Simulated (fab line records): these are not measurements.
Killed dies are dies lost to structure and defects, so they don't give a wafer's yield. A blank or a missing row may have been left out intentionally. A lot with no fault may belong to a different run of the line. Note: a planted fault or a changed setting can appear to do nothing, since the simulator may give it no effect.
Matching of chambers || flow n5Finfet || pecvd-01 running N5_BEOL_M14_DEP_53: 3 sister chambers
The step deposits SiCN from 3MS/NH3, target thk 50 nm, time 17.8 s. 3 wafers are shown with their chamber, then 12 later ones without.

WAFERS WITH THEIR CHAMBER
{"wafer": "L090.5", "chamber": 1, "showerheadPlenumPTorr (Torr)": 4.137}
{"wafer": "L092.4", "chamber": 0, "showerheadPlenumPTorr (Torr)": 4.190}
{"wafer": "L092.6", "chamber": 2, "showerheadPlenumPTorr (Torr)": 4.132}

WAFERS WITHOUT THEIR CHAMBER
{"wafer": "L093.1", "showerheadPlenumPTorr (Torr)": 4.137}
{"wafer": "L093.2", "showerheadPlenumPTorr (Torr)": 4.190}
{"wafer": "L093.4", "showerheadPlenumPTorr (Torr)": 4.151}
{"wafer": "L094.1", "showerheadPlenumPTorr (Torr)": 4.135}
{"wafer": "L094.2", "showerheadPlenumPTorr (Torr)": 4.152}
{"wafer": "L094.5", "showerheadPlenumPTorr (Torr)": 4.135}
{"wafer": "L095.2", "showerheadPlenumPTorr (Torr)": 4.130}
{"wafer": "L095.3", "showerheadPlenumPTorr (Torr)": 4.187}
{"wafer": "L095.4", "showerheadPlenumPTorr (Torr)": 4.142}
{"wafer": "L097.2", "showerheadPlenumPTorr (Torr)": 4.181}
{"wafer": "L097.4", "showerheadPlenumPTorr (Torr)": 4.142}
{"wafer": "L097.5", "showerheadPlenumPTorr (Torr)": 4.198}

CHAMBER TAKEN BY EACH
{"wafer": "L093.1", "from the rows above": "can't be placed: 1 or 2", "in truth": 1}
{"wafer": "L093.2", "from the rows above": 0, "in truth": 0}
{"wafer": "L093.4", "from the rows above": "can't be placed: 1 or 2", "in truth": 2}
{"wafer": "L094.1", "from the rows above": "can't be placed: 1 or 2", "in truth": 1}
{"wafer": "L094.2", "from the rows above": "can't be placed: 1 or 2", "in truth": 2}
{"wafer": "L094.5", "from the rows above": "can't be placed: 1 or 2", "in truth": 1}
{"wafer": "L095.2", "from the rows above": "can't be placed: 2 or 1", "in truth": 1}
{"wafer": "L095.3", "from the rows above": 0, "in truth": 0}
{"wafer": "L095.4", "from the rows above": "can't be placed: 1 or 2", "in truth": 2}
{"wafer": "L097.2", "from the rows above": 0, "in truth": 0}
{"wafer": "L097.4", "from the rows above": "can't be placed: 1 or 2", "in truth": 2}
{"wafer": "L097.5", "from the rows above": 0, "in truth": 0}
Placed correctly: 4 of 12. These rows do not allow placing 8 (true chamber among the candidates in 8). Wrongly placed: 0.
How it was worked out, from the rows above alone: a wafer's distance from a chamber is the root of the sum, over the readings, of the square of ((its reading less the chamber's mean) divided by the reading's scatter). The wafer belongs to the nearest chamber; if the next one is less than 2 further off, it can't be placed. A chamber's mean is the mean of its shown wafers. The scatter: root of mean squared gap, hidden wafer to nearest shown wafer, with one shown wafer a chamber.
